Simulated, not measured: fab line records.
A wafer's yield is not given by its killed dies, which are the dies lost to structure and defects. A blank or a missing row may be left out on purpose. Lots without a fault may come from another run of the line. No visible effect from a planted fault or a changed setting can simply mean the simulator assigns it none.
Chamber matching	flow nand_harc	4 sister chambers for NHARC_A_CHANNEL_FILL_D1_ETCHBACK_19 on rie_si-02
The step etches the open film in HBr/Cl2, target depth 5 nm, time 1.7 s. 8 wafers are shown with their chamber, then 8 later ones without.

WAFERS PAIRED WITH THEIR CHAMBERS
wafer	chamber	drypump_motor_current_A (A)	he_backside_leak_sccm (sccm)
L076.6	0	5.4	2.5
L077.2	3	5.7	2.5
L079.2	2	6.6	2.9
L079.6	3	5.7	2.4
L083.1	0	5.4	2.3
L083.2	2	6.6	3.0
L083.3	1	6.0	2.3
L086.1	1	5.9	2.4

WAFERS WITHOUT THEIR CHAMBER
wafer	drypump_motor_current_A (A)	he_backside_leak_sccm (sccm)
L086.4	6.6	2.8
L086.6	6.6	2.8
L089.3	5.6	2.7
L089.5	6.6	2.7
L089.6	5.9	2.5
L094.1	5.7	2.4
L094.3	6.6	2.9
L094.5	5.7	2.3

CHAMBER TAKEN BY EACH
wafer	from the rows above	in truth
L086.4	2	2
L086.6	2	2
L089.3	3	3
L089.5	2	2
L089.6	1	1
L094.1	3	3
L094.3	2	2
L094.5	3	3
Placed correctly: 8 of 8. Left unplaced by these rows: 0. Placed wrongly: 0.
How it was worked out, from the rows above alone: a wafer's distance from a chamber is the root of the sum, over the readings, of the square of ((its reading less the chamber's mean) divided by the reading's scatter). The wafer belongs to the nearest chamber; if the next one is less than 2 further off, it can't be placed. For every chamber, the mean is computed from those of its wafers that are shown. How the scatter is found: for the shown wafers, subtract from each reading the mean of its chamber, square and add these, divide the total by (wafers less chambers), then take the root.
